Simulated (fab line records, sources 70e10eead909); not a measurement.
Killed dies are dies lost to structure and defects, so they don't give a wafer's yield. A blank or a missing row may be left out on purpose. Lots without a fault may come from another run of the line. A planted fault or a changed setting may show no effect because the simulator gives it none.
fab line records | flow nand_harc
record lots=13 wafers=39 last_day=33
route steps=1302 shown P_M2@341 THIN_TSV@1261 END@1302
lots that met no fault: from a run of the same line without faults
start_h: hours from the record's first day to the start of the lot's first wafer shown | wait_h: hours since the lot's step before | " the same as in the row above | L1.1+2: a row that stands for several wafers | - no value, or no start given | * or withheld: withheld | < > ~ a bound
route shown NAME@n: a module of which the file shows steps, and the number in the route of the first | usual: mean/standard deviation of fault-free wafers | same: alike in all rows | chamber/n: place in a boat | sites: the reading at each site | _std_site: their standard deviation | _edge_site: outer sites' mean less inner sites' | radius_mm: how far each site lies from the wafer's centre | mask NAME#n: copy n | behind: the tool/chamber that last shaped the wafer | hold: why the lot was held/for how many hours/how that ended | device: the transistor (n, p or np) that didn't switch | end of line: the same wafers' tests at the end of the route | a step without rows: its recipe alone | killed: dies lost to structure and defects at the first sort, not the wafer's yield | map: a wafer's dies, x killed, . not, _ none there
set.NAME: the setting as run; set.NAME@STEP: as run at that earlier step | model.NAME: the simulator's own value behind a step, which no gauge read
steps of the route over a sample of lots; a table a step, a row a wafer
services: from which hour (start_h, from the record's first day; less than 0 if before it) a tool's chamber was out of use, for how many hours, and why
## steps
# step NHARC_P_M2_PVD_21
# recipe target_thk_a=300 chamber_pressure_pa=5 power_w=5000 substrate_temp_c=30 time_s=20.49 material=Cu
# usual throttle_valve_pct=30.7/0.85
# columns lot.wafer tool chamber start_h wait_h throttle_valve_pct
L373.4 pvd_sputter-03 - 130.87 - 30.8
L373.1 " - " " 30.4
L373.5 " - " " 31.0
L374.1 pvd_sputter-01 - 138.62 - 29.9
L374.6 " - " " 29.9
L374.5 " - " " 30.9
L376.2 pvd_sputter-02 - 156.71 - 31.9
L376.5 " - " " 31.7
L376.6 " - " " 30.8
L377.1 pvd_sputter-01 - 167.39 - 32.3
L377.3 " - " " 29.9
L377.5 " - " " 29.8
L378.3 pvd_sputter-01 - 178.22 - 30.0
L378.6 " - " " 29.7
L378.5 " - " " 32.4
L379.4 pvd_sputter-01 - 194.30 - 29.8
L379.6 " - " " 30.0
L379.5 " - " " 31.2
L382.1 pvd_sputter-02 - 224.60 - 29.8
L382.4 " - " " 29.7
L382.6 " - " " 30.2
L383.2 pvd_sputter-02 - 232.27 - 30.1
L383.3 " - " " 29.5
L383.6 " - " " 31.6
L384.2 pvd_sputter-03 - 242.18 - 30.5
L384.4 " - " " 30.4
L384.3 " - " " 32.3
L385.4 pvd_sputter-01 - 245.65 - 29.9
L385.1 " - " " 29.7
L385.6 " - " " 30.2
L389.3 pvd_sputter-01 - 294.30 - 29.6
L389.1 " - " " 30.1
L389.6 " - " " 30.2
L391.2 pvd_sputter-01 - 311.67 - 30.3
L391.1 " - " " 29.9
L391.5 " - " " 32.1
L396.1 pvd_sputter-02 - 356.31 - 30.0
L396.4 " - " " 30.3
L396.5 " - " " 30.0
# step NHARC_THIN_TSV_DESCUM_14
# recipe time_s=3 o2_flow_sccm=200 ar_flow_sccm=0 bias_power_w=0 chemistry=O2
# usual drypump_motor_current_A=5.8/0.41 o2_flow_sccm=199.9/0.63 oes_product_au=1.001/0.0097 rf_vpp_V=58.0/0.88 showerhead_plenum_p_Torr=1.94/0.071 throttle_valve_pct=11.310/0.0086
# columns lot.wafer tool chamber start_h wait_h drypump_motor_current_A o2_flow_sccm oes_product_au rf_hours_counter_h rf_vpp_V showerhead_plenum_p_Torr throttle_valve_pct
L374.1 rie_diel-06 2 542.52 - 6.7 201.0 1.004 3.7 56.8 1.91 11.297
L374.5 " 2 " " 6.7 200.6 1.002 - 58.5 1.91 11.304
L374.6 " 3 " " 6.1 199.9 1.003 - 58.3 1.97 11.292
L373.4 rie_diel-13 2 544.84 - 5.5 200.6 0.978 1.6 59.0 1.99 11.303
L373.1 " 0 " " 6.1 200.0 0.988 1.5 58.4 1.86 11.321
L373.5 " 2 " " 5.5 199.5 0.994 - 58.3 1.99 11.311
L377.1 rie_diel-13 3 585.19 - 5.1 199.1 0.994 3.1 57.2 1.97 11.304
L377.3 " 2 " " 5.5 199.6 0.987 3.5 58.3 1.99 11.303
L377.5 " 0 " " 6.2 198.8 0.994 - 57.2 1.86 11.316
L376.2 rie_diel-06 2 586.38 - 6.7 199.9 1.010 5.9 58.4 1.91 11.300
L376.5 " 2 " " 6.8 199.5 1.008 - 58.0 1.91 11.310
L376.6 " 3 " " 6.1 199.6 1.011 - 57.9 1.97 11.318
L378.3 rie_diel-13 2 602.12 - 5.5 201.4 0.992 4.1 59.7 1.99 11.311
L378.6 " 2 " " 5.5 200.5 0.988 - 57.7 1.99 11.315
L378.5 " 3 " " 5.1 200.5 0.982 - 58.7 1.97 11.318
L379.4 rie_diel-13 1 632.03 - 5.5 200.2 0.980 5.6 58.6 1.99 11.310
L379.6 " 0 " " 6.2 199.7 0.996 - 58.0 1.86 11.323
L379.5 " 1 " " 5.5 200.7 0.983 - 58.8 1.99 11.301
L382.1 rie_diel-10 3 637.32 - 5.9 200.3 0.997 1.4 59.0 1.95 11.327
L382.4 " 0 " " 5.3 199.7 1.002 1.9 59.0 2.02 11.306
L382.6 " 2 " " 6.0 199.2 0.997 - 58.3 1.79 11.311
L383.3 rie_diel-13 2 644.60 - 5.5 199.7 0.998 7.5 58.4 1.99 11.322
L383.2 " 1 " " 5.5 200.4 0.997 6.5 57.8 1.99 11.307
L383.6 " 3 " " 5.1 201.2 1.002 - 57.4 1.97 11.318
L385.1 rie_diel-06 0 660.61 - 5.7 200.3 0.999 9.8 58.3 1.94 11.326
L385.4 " 3 " " 6.1 200.9 1.000 10.1 57.4 1.97 11.313
L385.6 " 0 " " 5.7 199.8 1.006 - 58.1 1.94 11.314
L384.3 rie_diel-10 2 666.06 - 6.0 201.1 0.995 3.9 56.3 1.79 11.313
L384.4 " 3 " " 5.9 200.4 0.975 3.3 58.8 1.95 11.320
L384.2 " 0 " " 5.3 200.4 1.005 3.9 59.1 2.02 11.301
L389.3 rie_diel-10 3 698.29 - 5.9 201.1 1.003 4.2 59.8 1.95 11.305
L389.6 " 2 " " 6.0 199.5 1.006 - 57.5 1.79 11.315
L391.2 rie_diel-10 1 731.86 - 6.2 200.6 1.011 7.7 56.6 1.95 11.298
L396.4 rie_diel-06 3 777.73 - 6.1 200.3 1.009 5.7 57.0 1.97 11.312
L396.1 " 0 " " 5.7 199.8 0.999 5.6 58.9 1.94 11.310
L396.5 " 3 " " 6.1 201.3 1.016 - 58.1 1.97 11.309
# step NHARC_THIN_TSV_ETCH_15
# recipe target_depth_a=30000 bosch_target_overetch_cycles=2 bosch_etch_step_s=2.8 bosch_dep_step_s=1.2 bosch_cycles=14
# usual drypump_motor_current_A=5.8/0.57
# columns lot.wafer tool chamber start_h wait_h drypump_motor_current_A rf_hours_counter_h
L374.1 rie_si-01 3 543.20 - 6.3 0.9
L374.6 " 0 " " 5.5 -
L374.5 " 1 " " 4.7 -
L373.1 rie_si-03 2 545.51 - 6.4 0.9
L373.4 " 0 " " 5.8 0.8
L373.5 " 1 " " 5.5 -
L377.3 rie_si-05 2 585.87 - 5.7 0.6
L377.1 " 3 " " 6.4 0.6
L377.5 " 0 " " 5.9 -
L376.2 rie_si-05 2 587.06 - 5.7 0.6
L376.6 " 0 " " 5.9 -
L376.5 " 1 " " 5.4 -
L378.3 rie_si-01 2 602.80 - 6.3 0.3
L378.6 " 2 " " 6.2 -
L378.5 " 0 " " 5.5 -
L379.4 rie_si-01 0 632.71 - 5.5 0.3
L379.6 " 1 " " 4.7 -
L379.5 " 2 " " 6.2 -
L382.4 rie_si-01 3 637.95 - 6.3 0.4
L382.1 " 1 " " 4.7 0.5
L382.6 " 0 " " 5.5 -
L383.3 rie_si-05 2 645.26 - 5.7 0.9
L383.2 " 1 " " 5.4 1.1
L383.6 " 2 " " 5.8 -
L385.4 rie_si-03 3 661.27 - 6.4 0.6
L385.1 " 2 " " 6.4 0.5
L385.6 " 0 " " 5.8 -
L384.3 rie_si-03 2 666.71 - 6.4 0.6
L384.4 " 0 " " 5.7 0.7
L384.2 " 1 " " 5.4 0.6
L389.3 rie_si-03 0 698.97 - 5.7 0.8
L389.6 " 2 " " 6.4 -
L391.2 rie_si-03 2 732.54 - 6.4 0.9
L396.1 rie_si-01 3 778.37 - 6.3 0.2
L396.4 " 0 " " 5.5 0.2
L396.5 " 0 " " 5.5 -
# step NHARC_THIN_TSV_ETCHBACK_48
# recipe target_depth_a=10285 over_etch_frac=0.3 time_s=405.17 ion_energy_ev=250 c4f8_flow_sccm=withheld ar_flow_sccm=withheld rf_w=600 bias_w=300 chemistry=C4F8/Ar
# usual oes_product_au=0.933/0.02 rf_vpp_V=548.0/2.8
# columns lot.wafer tool chamber start_h wait_h oes_product_au rf_hours_counter_h rf_vpp_V
L374.1 rie_diel-06 2 544.70 - 0.925 4.1 547.1
L374.5 " 3 " " 0.932 - 550.7
L374.6 " 0 " " 0.938 - 548.9
L373.1 rie_diel-13 0 546.91 - 0.963 2.0 544.0
L373.4 " 1 " " 0.958 1.0 549.3
L373.5 " 0 " " 0.962 - 545.4
L377.1 rie_diel-10 0 587.27 - 0.941 6.7 549.8
L377.3 " 2 " " 0.927 6.6 542.8
L377.5 " 3 " " 0.932 - 549.2
L376.2 rie_diel-13 1 588.51 - 0.989 3.2 549.2
L376.5 " 1 " " 0.990 - 549.3
L376.6 " 3 " " 0.988 - 549.5
L378.3 rie_diel-13 1 604.21 - 0.934 4.1 549.0
L378.6 " 1 " " 0.923 - 549.5
L378.5 " 2 " " 0.919 - 548.7
L379.4 rie_diel-10 3 634.21 - 0.924 1.3 547.6
L379.5 " 0 " " 0.929 - 551.2
L379.6 " 1 " " 0.929 - 548.3
L382.4 rie_diel-10 0 639.38 - 0.929 2.4 550.5
L382.1 " 3 " " 0.924 1.7 547.2
L382.6 " 0 " " 0.927 - 551.2
L383.2 rie_diel-10 3 646.77 - 0.925 1.9 548.1
L383.3 " 0 " " 0.940 2.8 550.5
L383.6 " 2 " " 0.934 - 543.3
L385.4 rie_diel-10 2 662.72 - 0.929 3.4 541.9
L385.1 " 3 " " 0.907 2.9 547.1
L385.6 " 2 " " 0.925 - 542.4
L384.4 rie_diel-13 1 668.12 - 0.918 7.5 549.8
L384.3 " 2 " " 0.925 8.5 550.0
L384.2 " 3 " " 0.936 8.5 550.3
L389.3 rie_diel-10 1 700.50 - 0.934 6.1 549.5
L389.6 " 3 " " 0.922 - 548.4
L391.2 rie_diel-10 0 733.92 - 0.931 8.6 552.0
L396.4 rie_diel-06 1 779.82 - 0.914 5.9 550.4
L396.1 " 0 " " 0.930 6.6 549.8
L396.5 " 2 " " 0.923 - 547.2
# step NHARC_END_SORT_01
# recipe temp_c=25
# usual defect_limited_yield=90.2/2.3 killed_at_array=62/15 killed_at_other=0.8/1 killed_at_periphery=3.7/2.6 killed_dies=66/15 killed_open=3.1/1.8 killed_short=2.6/1.7
# same gross_dies=677
# columns lot.wafer tool chamber start_h wait_h defect_limited_yield[%] killed_at_array killed_at_other killed_at_periphery killed_dies killed_open killed_short
L389.1 prober-02 0 713.81 2.5 0 61 1 615 677 7 5
L389.3 prober-02 0 715.40 3.1 90.8 55 0 7 62 5 3
L389.6 prober-02 0 717.78 4.0 91.3 51 1 7 59 5 5
L391.1 prober-02 0 747.55 2.5 0 54 0 623 677 5 3
L391.2 prober-02 0 748.35 2.8 91.6 52 0 5 57 2 4
L391.5 prober-02 0 750.73 3.7 0 61 0 616 677 5 0
# killed by level:class
L389.1 P_M2:area_pvd=610 A_SLIT:chamber_film_flake=34 A_CHANNEL_HOLE_D1:chamber_film_flake=10 A_BLC:chamber_film_flake=3 A_STAIRCASE:chamber_film_flake=3 P_GATE:geometric_particle:open=2 A_ONON_D2:geometric_particle:short=2 A_ONON_D2:geometric_particle:open=2
L389.3 A_SLIT:chamber_film_flake=29 A_CHANNEL_HOLE_D1:chamber_film_flake=10 A_STAIRCASE:chamber_film_flake=5 P_CONTACT:geometric_particle:open=2 P_GATE:chamber_film_flake=2 P_BONDPAD:chamber_film_flake=2 A_BLC:chamber_film_flake=2 P_M0:geometric_particle:open=1
L389.6 A_SLIT:chamber_film_flake=24 A_CHANNEL_HOLE_D1:chamber_film_flake=10 A_STAIRCASE:chamber_film_flake=5 P_BONDPAD:chamber_film_flake=4 P_M1:geometric_particle:open=2 A_ONON_D2:geometric_particle:short=2 A_CONTACT:geometric_particle:open=2 A_BLC:chamber_film_flake=2
L391.1 P_M2:area_pvd=620 A_CHANNEL_HOLE_D1:chamber_film_flake=31 A_STAIRCASE:chamber_film_flake=5 A_CONTACT:chamber_film_flake=4 A_SLIT:chamber_film_flake=3 A_M0:chamber_film_flake=2 P_CONTACT:geometric_particle:open=1 P_M0:geometric_particle:open=1
L391.2 A_CHANNEL_HOLE_D1:chamber_film_flake=30 P_CONTACT:chamber_film_flake=4 A_STAIRCASE:chamber_film_flake=4 A_SLIT:chamber_film_flake=3 A_CONTACT:chamber_film_flake=3 A_CHANNEL_HOLE_D1:unspecified=2 A_SOURCE_PLATE:geometric_particle:short=1 A_ONON_D2:geometric_particle:short=1
L391.5 P_M2:area_pvd=614 A_CHANNEL_HOLE_D1:chamber_film_flake=32 A_CONTACT:chamber_film_flake=10 A_STAIRCASE:chamber_film_flake=6 A_SLIT:chamber_film_flake=4 A_CHANNEL_HOLE_D1:unspecified=2 A_CHANNEL_HOLE_D2:chamber_film_flake=2 P_M1:geometric_particle:open=1
## services
# columns tool chamber start_h hours kind
rie_diel-13 3 121.84 8.2 repair
rie_diel-13 - 165.00 9.0 pm
rie_diel-10 1 202.73 5.1 repair
rie_diel-13 0 251.41 1.9 repair
rie_diel-10 - 267.09 0.6 repair
rie_diel-10 0 273.10 11.7 repair
rie_diel-13 3 279.35 7.7 repair
rie_diel-10 1 281.64 2.9 repair
rie_diel-10 0 304.03 10.2 repair
rie_diel-13 0 314.81 3.6 repair
rie_diel-13 - 342.00 9.0 pm
rie_diel-10 3 407.62 7.8 repair
rie_diel-13 2 407.77 12.5 repair
rie_diel-10 - 419.51 9.0 pm
rie_diel-13 1 444.14 2.5 repair
rie_diel-10 - 506.45 0.1 repair
rie_diel-13 - 519.00 9.0 pm
rie_diel-13 1 530.47 5.3 repair
rie_diel-10 3 534.67 4.1 repair
rie_diel-10 2 538.61 5.5 repair
rie_diel-10 1 562.81 3.9 repair
rie_diel-10 - 582.01 0.2 repair
rie_diel-10 1 583.64 6.0 repair
rie_diel-13 2 586.73 9.8 repair
## key
first_sign step=NHARC_END_SORT_01 reading=killed_at_periphery direction=up sigmas=99+ usual=3.7 struck=618
effect step=NHARC_END_SORT_01 reading=defect_limited_yield direction=down sigmas=39 usual=90.2 struck=0
more_kills_born_at NHARC_P_M2_PVD_21@pvd_sputter-01=1844
met_at NHARC_P_M2_PVD_21
struck_lots L389,L391
struck_wafers L389.1,L391.1,L391.5
later_rows_left_out L389.1,L391.1,L391.5
not_acting_at NHARC_THIN_TSV_DESCUM_14,NHARC_THIN_TSV_ETCH_15,NHARC_THIN_TSV_ETCHBACK_48
onset_between 245.65 294.30
fault kind=process_parameter_drift tool=pvd_sputter-01 chamber=- onset_h=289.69 steps=NHARC_P_M2_PVD_21 channel=target_thk_a offset=* shape=step end_h=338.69 scope=struck_wafers_only acts_in=* stated=*
# later_rows_left_out: the simulator's readings of these wafers behind a module that went badly wrong aren't trusted and aren't shown, but for the sort
